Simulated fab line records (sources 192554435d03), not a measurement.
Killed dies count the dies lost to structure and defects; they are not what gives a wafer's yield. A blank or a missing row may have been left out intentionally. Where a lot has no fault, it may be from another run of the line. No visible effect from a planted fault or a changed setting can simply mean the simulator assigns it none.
Which tool did it? | flow n5-finfet | 10 lots, 27 wafers sampled, at 5 steps of a route of 1938

WHAT EACH GAUGE READ, for each wafer
N5_BEOL_M4_RC_MEAS_101.
lot  | measured     | on        | IOFF_P (nA/um)
L149 | day 8 02:21  | prober-01 | 0.23 0.21 0.20
L150 | day 9 11:22  | prober-02 | 0.24 0.26 0.23
L153 | day 9 17:05  | prober-01 | 0.63 0.23
L154 | day 10 15:49 | prober-02 | 0.24 0.90
L156 | day 10 18:29 | prober-02 | 1.08 0.19
L161 | day 12 05:26 | prober-01 | 0.25 0.24 0.23
L166 | day 13 11:38 | prober-02 | 0.25 0.23 0.21
L167 | day 13 11:45 | prober-01 | 0.15 0.17 0.17
L168 | day 13 12:34 | prober-02 | 0.18 0.19 0.18
L172 | day 14 19:49 | prober-02 | 0.29 0.20 0.34

EACH LOT AND THE TOOL THAT RAN IT (in order: tool; ch and the chambers of the sampled wafers; start)
lot  | N5_SD_EPI_P_SD_RECESS_17        | N5_BEOL_M4_SPUTTER_86        | N5_BEOL_M4_SPUTTER_88        | N5_BEOL_M4_ANNEAL_51
L149 | rie-si-03 ch 0,3, day 3 12:46   | pvd-sputter-01, day 8 00:05  | pvd-sputter-01, day 8 00:18  | rtp-anneal-01 ch 0, day 8 01:24
L150 | rie-si-06 ch 0,1,2, day 3 14:51 | pvd-sputter-02, day 9 08:49  | pvd-sputter-02, day 9 09:02  | rtp-anneal-01 ch 0, day 9 10:14
L153 | rie-si-06 ch 1,3, day 4 07:58   | pvd-sputter-01, day 9 14:46  | pvd-sputter-01, day 9 14:59  | rtp-anneal-01 ch 0, day 9 16:05
L154 | rie-si-06 ch 2,3, day 4 18:23   | pvd-sputter-03, day 10 13:09 | pvd-sputter-03, day 10 13:22 | rtp-anneal-02 ch 0, day 10 14:35
L156 | rie-si-06 ch 2,3, day 5 03:47   | pvd-sputter-02, day 10 16:17 | pvd-sputter-02, day 10 16:31 | rtp-anneal-01 ch 0, day 10 17:35
L161 | rie-si-04 ch 0,2,3, day 6 07:14 | pvd-sputter-03, day 12 02:35 | pvd-sputter-03, day 12 02:49 | rtp-anneal-01 ch 0, day 12 04:30
L166 | rie-si-06 ch 0,1,2, day 7 14:43 | pvd-sputter-01, day 13 09:26 | pvd-sputter-01, day 13 09:40 | rtp-anneal-02 ch 0, day 13 10:44
L167 | rie-si-06 ch 0,1,3, day 7 19:00 | pvd-sputter-02, day 13 09:33 | pvd-sputter-02, day 13 09:46 | rtp-anneal-01 ch 0, day 13 10:51
L168 | rie-si-06 ch 1,3, day 8 03:28   | pvd-sputter-03, day 13 10:13 | pvd-sputter-03, day 13 10:26 | rtp-anneal-01 ch 0, day 13 11:30
L172 | rie-si-06 ch 0,3, day 9 03:23   | pvd-sputter-02, day 14 17:28 | pvd-sputter-02, day 14 17:41 | rtp-anneal-02 ch 0, day 14 18:48
- N5_SD_EPI_P_SD_RECESS_17: chemistry HBr/Cl2/O2, target depth 39.1 nm, bt time 3 s.
- N5_BEOL_M4_SPUTTER_86: material Cu, target thk 4.5 nm, time 8.29 s.
- N5_BEOL_M4_SPUTTER_88: material Cu, target thk 4.5 nm, time 8.29 s.
- N5_BEOL_M4_ANNEAL_51: time 90 s.

THE ANSWER, worked out from the rows above alone
Rule: usual is defined by the lots themselves. The widest of any qualifying gaps counts: lots, ordered by their means at a reading, are off when they make up no more than a third of the lots, leave a main group of 4 or more, and stand apart from it by 3 or more times the standard deviation of that group's means. A main group is skipped when, at the precision printed for the reading in the tables above, its means are all equal. A lot without any number at a reading at which 4 lots or more have one is off too. Any other lot the step has rows for is counted as sound.
Off: L153, L154, L156, seen at N5_BEOL_M4_RC_MEAS_101 (IOFF_P). Mean 0.22 nA/um and standard deviation 0.036 in the main group.
If a tool, at a process step before that reading, ran all the lots that are off and no sound lot after the first of them, it fits. Those tools and the gauges at N5_BEOL_M4_RC_MEAS_101 are tried in the same way. None of those tried fits.

WHAT HAD BEEN PUT IN BY THE SIMULATOR
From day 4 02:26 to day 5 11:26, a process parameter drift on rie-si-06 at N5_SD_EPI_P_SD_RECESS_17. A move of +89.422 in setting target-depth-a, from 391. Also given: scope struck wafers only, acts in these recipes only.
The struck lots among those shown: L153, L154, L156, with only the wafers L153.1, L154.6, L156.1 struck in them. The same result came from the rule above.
